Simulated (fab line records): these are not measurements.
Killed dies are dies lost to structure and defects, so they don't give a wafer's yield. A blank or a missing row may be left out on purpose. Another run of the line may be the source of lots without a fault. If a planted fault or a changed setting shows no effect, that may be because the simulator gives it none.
Matching of chambers / flow nand-harc / pecvd-03 running NHARC_P_M0_PRE_CLEAN_31: 3 sister chambers
The step time 12 s. 18 wafers are shown with their chamber, then 9 later ones without.

## EACH WAFER AND ITS CHAMBER
wafer=L076.2; chamber=1; heater-power-w (W)=569; heater-power-outer-w (W)=342
wafer=L076.3; chamber=0; heater-power-w (W)=562; heater-power-outer-w (W)=297
wafer=L076.6; chamber=0; heater-power-w (W)=567; heater-power-outer-w (W)=291
wafer=L075.2; chamber=1; heater-power-w (W)=512; heater-power-outer-w (W)=267
wafer=L075.5; chamber=1; heater-power-w (W)=514; heater-power-outer-w (W)=265
wafer=L075.6; chamber=0; heater-power-w (W)=618; heater-power-outer-w (W)=338
wafer=L077.2; chamber=2; heater-power-w (W)=811; heater-power-outer-w (W)=459
wafer=L077.5; chamber=0; heater-power-w (W)=538; heater-power-outer-w (W)=276
wafer=L077.6; chamber=1; heater-power-w (W)=563; heater-power-outer-w (W)=307
wafer=L084.1; chamber=0; heater-power-w (W)=634; heater-power-outer-w (W)=346
wafer=L084.2; chamber=1; heater-power-w (W)=656; heater-power-outer-w (W)=365
wafer=L084.4; chamber=0; heater-power-w (W)=641; heater-power-outer-w (W)=345
wafer=L085.2; chamber=2; heater-power-w (W)=827; heater-power-outer-w (W)=469
wafer=L085.3; chamber=0; heater-power-w (W)=562; heater-power-outer-w (W)=283
wafer=L085.4; chamber=0; heater-power-w (W)=556; heater-power-outer-w (W)=289
wafer=L089.1; chamber=1; heater-power-w (W)=654; heater-power-outer-w (W)=352
wafer=L089.2; chamber=0; heater-power-w (W)=616; heater-power-outer-w (W)=345
wafer=L089.5; chamber=0; heater-power-w (W)=628; heater-power-outer-w (W)=345

SIGNATURES, as means of the wafers listed above
reading=heater-power-w; chamber 0=592.20; chamber 1=578.00; chamber 2=819.00; scatter within a chamber=47.7
reading=heater-power-outer-w; chamber 0=315.50; chamber 1=316.33; chamber 2=464.00; scatter within a chamber=34.5
Rule: for each reading, subtract the chamber's mean from the wafer's reading, divide by that reading's scatter and square the result; add these up over the readings and take the root, which gives the wafer's distance from the chamber. If the next closest chamber is less than 2 further off than the closest, the wafer can't be placed; otherwise it belongs to the closest. How the scatter is found: for the shown wafers, subtract from each reading the mean of its chamber, square and add these, divide the total by (wafers less chambers), then take the root.

## WAFERS WHOSE CHAMBER IS MISSING
wafer=L091.1; heater-power-w (W)=611; heater-power-outer-w (W)=330
wafer=L091.3; heater-power-w (W)=584; heater-power-outer-w (W)=313
wafer=L091.5; heater-power-w (W)=615; heater-power-outer-w (W)=334
wafer=L093.2; heater-power-w (W)=559; heater-power-outer-w (W)=286
wafer=L093.3; heater-power-w (W)=661; heater-power-outer-w (W)=359
wafer=L093.5; heater-power-w (W)=790; heater-power-outer-w (W)=437
wafer=L097.3; heater-power-w (W)=597; heater-power-outer-w (W)=322
wafer=L097.4; heater-power-w (W)=815; heater-power-outer-w (W)=461
wafer=L097.6; heater-power-w (W)=586; heater-power-outer-w (W)=315

## EACH ONE'S CHAMBER
wafer=L091.1; from the rows above=can't be placed: 0 or 1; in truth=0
wafer=L091.3; from the rows above=can't be placed: 1 or 0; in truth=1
wafer=L091.5; from the rows above=can't be placed: 0 or 1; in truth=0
wafer=L093.2; from the rows above=can't be placed: 1 or 0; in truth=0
wafer=L093.3; from the rows above=can't be placed: 0 or 1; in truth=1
wafer=L093.5; from the rows above=2; in truth=2
wafer=L097.3; from the rows above=can't be placed: 0 or 1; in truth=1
wafer=L097.4; from the rows above=2; in truth=2
wafer=L097.6; from the rows above=can't be placed: 0 or 1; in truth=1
2 of 9 placed correctly. From these rows, 7 cannot be placed; in 7 the true chamber is one of the candidates. 0 placed wrongly.
